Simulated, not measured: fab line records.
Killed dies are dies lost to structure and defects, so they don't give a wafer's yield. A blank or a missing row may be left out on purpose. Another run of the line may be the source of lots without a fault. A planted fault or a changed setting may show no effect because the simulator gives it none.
fab line records    flow nand_harc
record: lots: 9  wafers: 27  last_day: 24
route steps=1159 shown A_CHANNEL_HOLE_D1@472 END@1159
lots untouched by any fault: they come from a run of this same line in which no faults occurred
start_h: hours from the record's opening day to when the first of the lot's shown wafers began    wait_h: hours elapsed since this lot's preceding step    " repeats the value in the row above    L1.1+2: a single row standing in for several wafers    - no value present, or no start provided    * or withheld: withheld    < > ~ a bound
route shown NAME@n: names a module that has steps shown in the file, with the first one's number in the route    usual: mean and standard deviation over wafers with no fault    same: alike in all rows    chamber/n: place in a boat    sites: the reading at each site    _std_site: standard deviation of those values    _edge_site: mean of outer sites minus mean of inner sites    radius_mm: for every site, how far away it sits from the centre of the wafer    mask NAME#n: copy n    behind: the most recent tool/chamber to have shaped the wafer    hold: cause of the lot's hold/its duration in hours/its outcome    device: the n, p or np transistor that did not switch    end of line: tests run on the same wafers once the route is complete    step lacking rows: just its recipe    killed: at the first sort, the dies lost to defects and structure; wafer yield is something else    map: dies across one wafer; x = killed, . = not, _ = none there
set.NAME: the setting the step ran with; set.NAME@STEP: the setting that earlier step ran with    model.NAME: the simulator's own value behind a step, which no gauge read
route steps across a sampled set of lots; one table per step, one row per wafer
services: from which hour (start_h, from the record's first day; less than 0 if before it) a tool's chamber was out of use, for how many hours, and why
== steps ==
step: NHARC_A_CHANNEL_HOLE_D1_ETCH_20
recipe: bias_v: 3000  source_w: withheld  pressure_mtorr: 20  time_s: 361.9  ar_flow_sccm: 375  c4f8_flow_sccm: 89.3  o2_flow_sccm: 35.7  temp_c: -20  target_depth_a: 16000  chemistry: C4F8/O2/Ar
usual: c4f8_flow_sccm: 89.31/0.26  chamber_pressure_mTorr: 20.003/0.022  drypump_motor_current_A: 5.5/0.42  mfc_ar_sccm: 375.0/0.96  showerhead_plenum_p_Torr: 3.77/0.085  throttle_valve_pct: 32.155/0.01
lot.wafer  tool         chamber  start_h  wait_h  c4f8_flow_sccm  chamber_pressure_mTorr  drypump_motor_current_A  mfc_ar_sccm  rf_hours_counter_h  showerhead_plenum_p_Torr  throttle_valve_pct
L284.1     har_etch-01  0        194.31   0.1     89.15           20.015                  5.0                      375.2        195                 3.82                      32.161
L284.4     "            0        "        "       89.16           19.966                  5.0                      376.6        -                   3.82                      32.165
L284.6     "            1        "        "       89.24           20.001                  5.4                      374.2        -                   3.64                      32.159
L288.1     har_etch-01  0        223.32   0.1     89.78           20.044                  5.0                      375.8        208                 3.82                      32.169
L288.4     "            1        "        "       89.82           19.995                  5.4                      374.3        -                   3.64                      32.153
L288.3     "            0        "        "       89.40           19.994                  4.9                      375.6        -                   3.82                      32.142
L291.1     har_etch-01  1        229.59   0.1     89.13           20.042                  5.4                      375.5        213                 3.63                      32.149
L291.3     "            1        "        "       89.14           19.992                  5.3                      375.4        -                   3.63                      32.167
L291.4     "            0        "        "       89.17           20.021                  5.0                      373.5        -                   3.81                      32.151
L292.2     har_etch-01  0        236.90   0.1     89.14           20.044                  5.0                      374.6        217                 3.81                      32.154
L292.4     "            0        "        "       89.17           20.005                  5.0                      374.2        -                   3.81                      32.168
L292.3     "            1        "        "       89.64           20.011                  5.4                      375.9        -                   3.63                      32.172
L293.1     har_etch-01  0        252.93   0.1     89.09           20.002                  5.0                      374.3        224                 3.81                      32.144
L293.4     "            0        "        "       89.11           19.990                  5.0                      375.1        -                   3.81                      32.171
L293.3     "            1        "        "       89.48           20.020                  5.4                      374.5        -                   3.63                      32.148
L301.2     har_etch-02  1        285.89   0.1     89.75           20.021                  6.1                      375.5        147                 3.77                      32.153
L301.3     "            1        "        "       89.34           19.999                  6.1                      374.1        -                   3.77                      32.149
L301.6     "            1        "        "       89.23           19.966                  6.1                      375.6        -                   3.77                      32.157
L302.2     har_etch-02  0        290.03   0.1     89.48           20.000                  5.7                      374.6        151                 3.85                      32.150
L302.3     "            0        "        "       89.28           20.013                  5.7                      374.2        -                   3.85                      32.142
L302.5     "            1        "        "       89.63           20.015                  6.1                      377.0        -                   3.77                      32.174
L303.1     har_etch-01  0        300.66   0.1     89.31           19.997                  5.0                      373.3        249                 3.79                      32.152
L303.2     "            1        "        "       89.38           20.001                  5.4                      376.4        249                 3.61                      32.139
L303.4     "            0        "        "       88.76           20.006                  5.0                      374.3        -                   3.79                      32.156
L304.4     har_etch-02  0        301.12   0.2     89.44           19.986                  5.7                      374.4        -                   3.84                      32.156
L304.5     "            1        "        "       89.69           20.032                  6.2                      374.4        -                   3.76                      32.163
L304.6     "            0        "        "       89.59           19.979                  5.6                      374.7        -                   3.84                      32.139
step: NHARC_A_CHANNEL_HOLE_D1_ETCH_21
recipe: bias_v: 3000  source_w: withheld  pressure_mtorr: 20  time_s: 514.3  ar_flow_sccm: 375  c4f8_flow_sccm: 89.3  o2_flow_sccm: 35.7  temp_c: -20  target_depth_a: 16000  chemistry: C4F8/O2/Ar
usual: c4f8_flow_sccm: 89.29/0.24  chamber_pressure_mTorr: 20.001/0.018  drypump_motor_current_A: 5.5/0.42  mfc_ar_sccm: 374.9/1.2  showerhead_plenum_p_Torr: 3.77/0.085  throttle_valve_pct: 32.156/0.0084
lot.wafer  tool         chamber  start_h  wait_h  c4f8_flow_sccm  chamber_pressure_mTorr  drypump_motor_current_A  mfc_ar_sccm  rf_hours_counter_h  showerhead_plenum_p_Torr  throttle_valve_pct
L284.1     har_etch-01  0        194.62   0.3     88.78           20.008                  5.0                      374.5        195                 3.82                      32.155
L284.4     "            0        "        "       88.95           19.992                  5.0                      373.8        -                   3.82                      32.152
L284.6     "            1        "        "       89.29           20.002                  5.4                      375.6        -                   3.64                      32.156
L288.1     har_etch-01  0        223.65   0.3     89.29           19.995                  5.0                      377.1        208                 3.82                      32.150
L288.4     "            1        "        "       89.11           19.997                  5.4                      376.8        -                   3.64                      32.156
L288.3     "            0        "        "       89.38           19.969                  5.0                      376.4        -                   3.82                      32.155
L291.1     har_etch-01  1        229.90   0.3     -               -                       -                        -            -                   -                         -
L291.3     "            1        "        "       -               -                       -                        -            -                   -                         -
L291.4     "            0        "        "       -               -                       -                        -            -                   -                         -
L292.2     har_etch-01  0        237.21   0.3     -               -                       -                        -            -                   -                         -
L292.4     "            0        "        "       -               -                       -                        -            -                   -                         -
L292.3     "            1        "        "       -               -                       -                        -            -                   -                         -
L293.1     har_etch-01  0        253.25   0.3     -               -                       -                        -            -                   -                         -
L293.4     "            0        "        "       -               -                       -                        -            -                   -                         -
L293.3     "            1        "        "       -               -                       -                        -            -                   -                         -
L301.2     har_etch-02  1        286.21   0.3     89.03           20.011                  6.1                      375.0        147                 3.77                      32.157
L301.3     "            1        "        "       88.94           20.014                  6.2                      375.8        -                   3.77                      32.150
L301.6     "            1        "        "       89.26           20.025                  6.2                      374.6        -                   3.77                      32.149
L302.2     har_etch-02  0        290.35   0.3     89.12           20.013                  5.7                      374.1        151                 3.85                      32.152
L302.3     "            0        "        "       89.21           19.992                  5.7                      375.3        -                   3.85                      32.154
L302.5     "            1        "        "       89.50           19.993                  6.2                      376.3        -                   3.77                      32.155
L303.1     har_etch-01  0        300.97   0.3     88.86           20.026                  5.0                      376.1        249                 3.79                      32.173
L303.2     "            1        "        "       89.57           20.002                  5.4                      375.5        249                 3.61                      32.148
L303.4     "            0        "        "       88.95           19.989                  5.0                      377.1        -                   3.79                      32.140
L304.4     har_etch-02  0        301.50   0.3     89.32           19.984                  5.7                      376.5        -                   3.84                      32.157
L304.5     "            1        "        "       89.11           20.020                  6.2                      374.4        -                   3.76                      32.149
L304.6     "            0        "        "       89.44           20.012                  5.7                      375.4        -                   3.84                      32.173
step: NHARC_A_CHANNEL_HOLE_D1_ETCH_23
recipe: bias_v: 5000  source_w: withheld  pressure_mtorr: 20  time_s: 819  ar_flow_sccm: 375  c4f8_flow_sccm: 89.3  o2_flow_sccm: 35.7  temp_c: -20  target_depth_a: 16000  chemistry: C4F8/O2/Ar
usual: c4f8_flow_sccm: 89.27/0.26  chamber_pressure_mTorr: 20.001/0.016  drypump_motor_current_A: 5.5/0.42  mfc_ar_sccm: 374.8/1.1  showerhead_plenum_p_Torr: 3.77/0.085  throttle_valve_pct: 32.154/0.0091
lot.wafer  tool         chamber  start_h  wait_h  c4f8_flow_sccm  chamber_pressure_mTorr  drypump_motor_current_A  mfc_ar_sccm  rf_hours_counter_h  showerhead_plenum_p_Torr  throttle_valve_pct
L284.1     har_etch-01  0        195.64   0.5     89.26           19.992                  5.0                      375.7        196                 3.82                      32.162
L284.4     "            0        "        "       89.31           19.995                  5.0                      375.0        -                   3.82                      32.151
L284.6     "            1        "        "       89.09           19.990                  5.4                      374.6        -                   3.64                      32.149
L288.1     har_etch-01  0        225.17   0.5     89.48           19.973                  5.0                      374.4        209                 3.81                      32.149
L288.4     "            1        "        "       89.45           19.996                  5.4                      373.5        -                   3.64                      32.155
L288.3     "            0        "        "       89.41           20.001                  5.0                      375.9        -                   3.82                      32.146
L291.1     har_etch-01  1        230.91   0.5     89.12           20.004                  5.3                      375.6        215                 3.63                      32.150
L291.3     "            1        "        "       89.03           19.984                  5.4                      376.6        -                   3.63                      32.153
L291.4     "            0        "        "       89.12           20.015                  5.0                      374.0        -                   3.81                      32.144
L292.2     har_etch-01  0        238.22   0.5     89.61           19.989                  5.0                      375.8        218                 3.81                      32.165
L292.4     "            0        "        "       89.51           20.017                  5.0                      376.9        -                   3.81                      32.136
L292.3     "            1        "        "       89.28           19.987                  5.4                      372.8        -                   3.63                      32.159
L293.1     har_etch-01  0        254.25   0.5     89.26           19.994                  5.0                      372.6        225                 3.81                      32.148
L293.4     "            0        "        "       88.84           20.018                  5.0                      373.3        -                   3.81                      32.159
L293.3     "            1        "        "       89.37           19.986                  5.4                      375.6        -                   3.63                      32.166
L301.2     har_etch-02  1        287.22   0.5     89.42           20.001                  6.2                      374.1        148                 3.77                      32.149
L301.3     "            1        "        "       89.29           19.990                  6.2                      373.9        -                   3.77                      32.137
L301.6     "            1        "        "       88.95           19.976                  6.1                      373.9        -                   3.77                      32.150
L302.2     har_etch-02  0        291.36   0.5     89.68           19.991                  5.7                      373.4        152                 3.85                      32.151
L302.3     "            0        "        "       89.23           19.999                  5.7                      376.1        -                   3.85                      32.144
L302.5     "            1        "        "       89.93           20.033                  6.1                      375.8        -                   3.77                      32.148
L303.1     har_etch-01  0        301.98   0.5     89.33           20.022                  5.0                      373.3        250                 3.79                      32.147
L303.2     "            1        "        "       89.11           19.991                  5.4                      373.4        250                 3.61                      32.163
L303.4     "            0        "        "       89.40           20.006                  5.0                      374.0        -                   3.79                      32.141
L304.4     har_etch-02  0        302.63   0.5     89.42           19.995                  5.7                      375.7        -                   3.84                      32.151
L304.5     "            1        "        "       89.16           19.985                  6.2                      373.3        -                   3.76                      32.138
L304.6     "            0        "        "       89.05           19.988                  5.7                      375.4        -                   3.84                      32.153
step: NHARC_A_CHANNEL_HOLE_D1_ETCH_44
recipe: target_depth_a: 1400  overetch_a: 140  time_s: 77  ion_energy_ev: 100  cf4_flow_sccm: 80  o2_flow_sccm: 20  ar_flow_sccm: 0  rf_w: 300  bias_w: 100  chemistry: CF4/O2
usual: bias_w: 100.02/0.28  cf4_flow_sccm: 80.02/0.23  drypump_motor_current_A: 5.7/0.53  mfc_ar_sccm: 0.006/0.008  oes_product_au: 1.000/0.0099  rf_vpp_V: 197.8/1.6  showerhead_plenum_p_Torr: 1.33/0.067  throttle_valve_pct: 13.396/0.0095
lot.wafer  tool         chamber  start_h  wait_h  bias_w  cf4_flow_sccm  drypump_motor_current_A  mfc_ar_sccm  oes_product_au  rf_hours_counter_h  rf_vpp_V  showerhead_plenum_p_Torr  throttle_valve_pct
L284.1     rie_diel-01  3        198.98   0.1     100.11  80.07          5.1                      0            1.007           5                   199.9     1.38                      13.383
L284.4     "            1        "        "       100.67  80.32          5.7                      0.000        1.000           -                   196.7     1.26                      13.374
L284.6     "            3        "        "       100.32  79.90          5.1                      0            1.008           -                   199.0     1.38                      13.401
L288.4     rie_diel-08  0        228.47   0.1     99.99   80.42          6.4                      0            1.007           4                   198.9     1.40                      13.393
L288.3     "            1        "        "       99.97   79.92          6.6                      0.005        1.020           6                   199.2     1.40                      13.389
L288.1     "            2        "        "       100.26  79.90          5.7                      0            1.002           6                   199.2     1.39                      13.401
L291.3     rie_diel-09  2        234.20   0.1     99.74   80.13          5.3                      0.006        0.989           13                  195.7     1.26                      13.405
L291.4     "            3        "        "       100.45  79.89          5.3                      0            0.992           12                  200.8     1.42                      13.404
L291.1     "            0        "        "       99.26   79.98          5.1                      0.010        0.997           12                  196.6     1.25                      13.374
L292.2     rie_diel-08  1        241.51   0.1     100.03  80.19          6.6                      0.005        1.021           6                   198.9     1.40                      13.392
L292.4     "            3        "        "       100.38  80.28          5.6                      0.014        1.005           6                   196.7     1.27                      13.388
L292.3     "            0        "        "       100.21  80.11          6.4                      0            1.002           5                   198.6     1.40                      13.395
L293.4     rie_diel-08  1        257.54   0.0     100.16  79.90          6.7                      0.005        1.021           8                   197.9     1.40                      13.398
L293.3     "            3        "        "       100.30  79.91          5.6                      0.014        1.003           7                   197.2     1.27                      13.383
L293.1     "            0        "        "       99.79   79.97          6.4                      0            0.996           6                   200.1     1.39                      13.384
L301.2     rie_diel-08  3        290.49   0.1     100.50  80.12          5.6                      0.014        1.013           10                  196.3     1.26                      13.397
L301.3     "            0        "        "       99.79   80.28          6.4                      0            1.001           9                   198.3     1.39                      13.393
L301.6     "            3        "        "       100.02  80.23          5.6                      0.014        1.010           -                   196.2     1.26                      13.411
L302.2     rie_diel-01  0        294.67   0.1     100.13  80.14          5.9                      0            0.985           11                  197.0     1.24                      13.405
L302.3     "            1        "        "       100.35  79.80          5.7                      0.000        0.997           10                  195.6     1.26                      13.389
L302.5     "            1        "        "       99.88   79.79          5.7                      0.000        1.001           -                   197.7     1.26                      13.396
L303.4     rie_diel-09  2        305.26   0.0     100.27  80.29          5.3                      0.006        1.000           3                   196.1     1.26                      13.399
L303.1     "            3        "        "       100.16  79.96          5.3                      0            0.991           2                   200.9     1.42                      13.400
L303.2     "            0        "        "       100.04  80.04          5.1                      0.010        1.002           3                   195.8     1.25                      13.412
L304.4     rie_diel-01  3        305.56   0.0     99.92   80.53          5.0                      0            1.002           12                  198.1     1.38                      13.395
L304.6     "            3        "        "       99.86   80.29          5.0                      0            1.004           -                   197.9     1.38                      13.398
L304.5     "            0        "        "       100.20  80.45          5.9                      0            0.984           -                   196.9     1.24                      13.398
step: NHARC_A_CHANNEL_HOLE_D1_CD_MEAS_30
usual: cd_nm: 90.1/1.3
lot.wafer  tool       chamber  start_h  wait_h  cd_nm
L284.1     cd_sem-02  -        199.89   -       89.9
L284.4     "          -        "        "       90.0
L284.6     "          -        "        "       90.0
L288.1     cd_sem-01  -        229.26   -       88.5
L288.3     "          -        "        "       90.5
L288.4     "          -        "        "       90.2
L291.1     cd_sem-03  -        235.00   -       0.9
L291.3     "          -        "        "       -0.8
L291.4     "          -        "        "       2.9
L292.2     cd_sem-01  -        242.30   -       -0.1
L292.3     "          -        "        "       1.4
L292.4     "          -        "        "       1.2
L293.1     cd_sem-01  -        258.33   -       -0.5
L293.3     "          -        "        "       1.0
L293.4     "          -        "        "       0.4
L301.2     cd_sem-03  -        291.28   -       90.0
L301.3     "          -        "        "       91.6
L301.6     "          -        "        "       89.3
L302.2     cd_sem-01  -        295.47   -       92.6
L302.3     "          -        "        "       88.1
L302.5     "          -        "        "       89.7
L303.1     cd_sem-01  -        306.07   -       88.0
L303.2     "          -        "        "       90.8
L303.4     "          -        "        "       88.2
L304.4     cd_sem-02  -        306.36   -       92.3
L304.5     "          -        "        "       90.9
L304.6     "          -        "        "       91.6
step: NHARC_A_CHANNEL_HOLE_D1_XSEM_31
recipe: landing_energy_ev: 35000
usual: bot_cd_nm: 74.8/1.4  bow_nm: 8.7/0.3  tilt_deg: 0.08/0.047
lot.wafer  tool     chamber  start_h  wait_h  bot_cd_nm  bow_nm  tilt_deg
L284.1     xsem-01  0        199.98   0.1     74.4       8.7     0.13
L284.4     "        0        "        "       74.5       8.7     0.13
L284.6     "        0        "        "       73.9       8.7     0.13
L288.1     xsem-01  0        229.35   0.1     73.1       9.0     0.11
L288.3     "        0        "        "       75.7       8.9     0.11
L288.4     "        0        "        "       75.3       8.9     0.11
L291.1     xsem-02  0        235.10   0.1     1.8        1.1     0.06
L291.3     "        0        "        "       0.5        1.1     0.06
L291.4     "        0        "        "       4.1        1.1     0.06
L292.2     xsem-02  0        242.40   0.1     0.6        0.3     0.06
L292.3     "        0        "        "       1.8        0.3     0.06
L292.4     "        0        "        "       2.1        0.3     0.06
L293.1     xsem-01  0        258.41   0.1     0.0        0.3     0.14
L293.3     "        0        "        "       0.0        0.3     0.14
L293.4     "        0        "        "       0.0        0.3     0.14
L301.2     xsem-02  0        291.37   0.1     73.2       8.6     0.06
L301.3     "        0        "        "       75.6       8.6     0.06
L301.6     "        0        "        "       73.7       8.6     0.06
L302.2     xsem-02  0        295.57   0.1     77.5       8.9     -0.01
L302.3     "        0        "        "       73.9       8.9     -0.01
L302.5     "        0        "        "       75.0       8.9     -0.01
L303.1     xsem-01  0        306.16   0.1     72.6       8.4     0.14
L303.2     "        0        "        "       75.1       8.5     0.13
L303.4     "        0        "        "       72.6       8.5     0.13
L304.4     xsem-01  0        306.45   0.1     77.4       8.1     -0.01
L304.5     "        0        "        "       75.7       8.1     -0.02
L304.6     "        0        "        "       75.9       8.1     -0.02
step: NHARC_END_SORT_01
recipe: temp_c: 25
usual: killed_at_array: 25/9.2  killed_at_other: 0.9/1.3  killed_at_periphery: 3.3/2.3  killed_dies: 29/9.6  killed_open: 3.2/1.8  killed_short: 2/1.4
same: gross_dies: 677
lot.wafer  tool       chamber  start_h  wait_h  killed_at_array  killed_at_other  killed_at_periphery  killed_dies  killed_open  killed_short
L291.1     prober-02  0        478.13   2.6     669              3                5                    677          7            1
L291.3     prober-02  0        479.72   3.1     673              1                3                    677          4            0
L291.4     prober-02  0        480.52   3.4     672              2                3                    677          1            3
L292.2     prober-02  0        498.64   2.8     673              1                3                    677          4            3
L292.3     prober-02  0        499.42   3.1     673              1                3                    677          2            1
L292.4     prober-02  0        500.21   3.4     675              0                2                    677          4            1
L293.1     prober-02  0        512.26   2.5     673              0                4                    677          3            3
L293.3     prober-02  0        513.87   3.1     672              0                5                    677          3            2
L293.4     prober-02  0        514.67   3.4     667              0                10                   677          1            3
killed by level:class
L291.1 A_CHANNEL_HOLE_D1:area_etch=619 A_CHANNEL_HOLE_D1:chamber_film_flake=19 A_SLIT:chamber_film_flake=11 P_ZERO_WELL:chamber_film_flake=3 A_STAIRCASE:chamber_film_flake=3 A_WL_FILL:chamber_film_flake=3 A_M0:chamber_film_flake=3 A_ONON_D1:geometric_particle:open=2
L291.3 A_CHANNEL_HOLE_D1:area_etch=637 A_CHANNEL_HOLE_D1:chamber_film_flake=12 A_SLIT:chamber_film_flake=10 A_M0:chamber_film_flake=3 P_ZERO_WELL:chamber_film_flake=2 A_STAIRCASE:chamber_film_flake=2 A_SGD_CUT:chamber_film_flake=2 A_WL_FILL:chamber_film_flake=2
L291.4 A_CHANNEL_HOLE_D1:area_etch=644 A_CHANNEL_HOLE_D1:chamber_film_flake=7 A_SLIT:chamber_film_flake=5 A_CONTACT:chamber_film_flake=4 A_WL_FILL:geometric_particle:short=3 P_ZERO_WELL:chamber_film_flake=3 A_STAIRCASE:chamber_film_flake=3 A_WL_FILL:chamber_film_flake=3
L292.2 A_CHANNEL_HOLE_D1:area_etch=644 A_CHANNEL_HOLE_D1:chamber_film_flake=11 A_STAIRCASE:chamber_film_flake=5 A_CONTACT:chamber_film_flake=4 A_SGD_CUT:chamber_film_flake=3 P_CONTACT:geometric_particle:open=1 P_M2:geometric_particle:short=1 A_ONON_D1:geometric_particle:short=1
L292.3 A_CHANNEL_HOLE_D1:area_etch=650 A_CHANNEL_HOLE_D1:chamber_film_flake=12 A_SGD_CUT:chamber_film_flake=3 P_BONDPAD:chamber_film_flake=2 A_ZERO_WELL:chamber_film_flake=2 A_CONTACT:chamber_film_flake=2 A_CHANNEL_FILL_D1:geometric_particle:short=1 A_CONTACT:geometric_particle:open=1
L292.4 A_CHANNEL_HOLE_D1:area_etch=652 A_STAIRCASE:chamber_film_flake=6 A_CHANNEL_HOLE_D1:chamber_film_flake=5 A_SGD_CUT:chamber_film_flake=4 A_CONTACT:chamber_film_flake=3 P_CONTACT:geometric_particle:open=1 P_M0:geometric_particle:open=1 A_WL_FILL:geometric_particle:short=1
L293.1 A_CHANNEL_HOLE_D1:area_etch=642 A_CHANNEL_HOLE_D1:chamber_film_flake=11 A_SLIT:chamber_film_flake=6 P_CONTACT:chamber_film_flake=3 A_M0:chamber_film_flake=3 A_STAIRCASE:chamber_film_flake=3 A_WL_FILL:geometric_particle:short=2 A_CONTACT:geometric_particle:open=2
L293.3 A_CHANNEL_HOLE_D1:area_etch=628 A_CHANNEL_HOLE_D1:chamber_film_flake=19 A_SLIT:chamber_film_flake=10 A_STAIRCASE:chamber_film_flake=5 P_CONTACT:chamber_film_flake=3 A_ZERO_WELL:chamber_film_flake=3 P_STI:geometric_particle:short=1 P_CONTACT:geometric_particle:open=1
L293.4 A_CHANNEL_HOLE_D1:area_etch=632 A_CHANNEL_HOLE_D1:chamber_film_flake=13 A_SLIT:chamber_film_flake=12 P_CONTACT:chamber_film_flake=9 A_STAIRCASE:chamber_film_flake=3 A_M0:geometric_particle:short=2 A_CHANNEL_FILL_D1:geometric_particle:short=1 A_WL_FILL:geometric_particle:open=1
== services ==
tool         chamber  start_h  hours  kind
rie_diel-01  1        171.68   6.1    repair
rie_diel-08  0        182.86   -      clean
rie_diel-08  1        182.86   -      clean
rie_diel-08  2        182.86   -      clean
rie_diel-08  3        182.86   -      clean
rie_diel-09  3        190.42   2.4    repair
rie_diel-08  0        193.41   4.6    repair
rie_diel-01  2        198.52   5.2    repair
rie_diel-08  0        199.38   19.4   repair
rie_diel-08  1        207.54   -      clean
rie_diel-08  2        207.54   -      clean
rie_diel-08  3        207.54   -      clean
rie_diel-08  3        216.15   1.7    repair
rie_diel-08  0        232.04   -      clean
rie_diel-08  1        232.04   -      clean
rie_diel-08  2        232.04   -      clean
rie_diel-09  2        241.72   6.3    repair
rie_diel-09  -        254.11   9.0    pm
rie_diel-08  0        291.70   6.6    repair
rie_diel-08  -        301.80   9.0    pm
xsem-02      -        302.00   14.0   pm
har_etch-01  -        305.00   17.0   pm
har_etch-01  0        305.00   17.0   vent_cycle
har_etch-01  1        305.00   17.0   vent_cycle
== key ==
first_sign: step: NHARC_A_CHANNEL_HOLE_D1_ETCH_21  reading: tool_record  direction: missing
effect: step: NHARC_A_CHANNEL_HOLE_D1_CD_MEAS_30  reading: cd_nm  direction: down  sigmas: 71  usual: 90.1  struck: 0.7
effect: step: NHARC_A_CHANNEL_HOLE_D1_XSEM_31  reading: bot_cd_nm  direction: down  sigmas: 52  usual: 74.8  struck: 1.2
effect: step: NHARC_END_SORT_01  reading: killed_at_array  direction: up  sigmas: 70  usual: 25  struck: 672
more_kills_born_at: NHARC_A_CHANNEL_HOLE_D1_ETCH_21@har_etch-01: 5748
met_at NHARC_A_CHANNEL_HOLE_D1_ETCH_21
struck_lots L291,L292,L293
later_rows_left_out L291.1,L291.3,L291.4,L292.2,L292.3,L292.4,L293.1,L293.3,L293.4
tester_left_out L291,L292,L293
not_acting_at NHARC_A_CHANNEL_HOLE_D1_ETCH_20,NHARC_A_CHANNEL_HOLE_D1_ETCH_23,NHARC_A_CHANNEL_HOLE_D1_ETCH_44
onset_between 223.65 229.90
fault: kind: skipped_step_whole  tool: har_etch-01  chamber: -  onset_h: 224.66  steps: NHARC_A_CHANNEL_HOLE_D1_ETCH_21  scope: struck_lots_only
tester_left_out: of these lots the tester's yield and bins aren't shown, on N5 and GAA mostly nor the transistor test; their killed dies are dies lost to structure and defects alone, not to doping, threshold or leakage, so they don't give the yield
later_rows_left_out: the simulator's readings of these wafers behind a module that went badly wrong aren't trusted and aren't shown, but for the sort
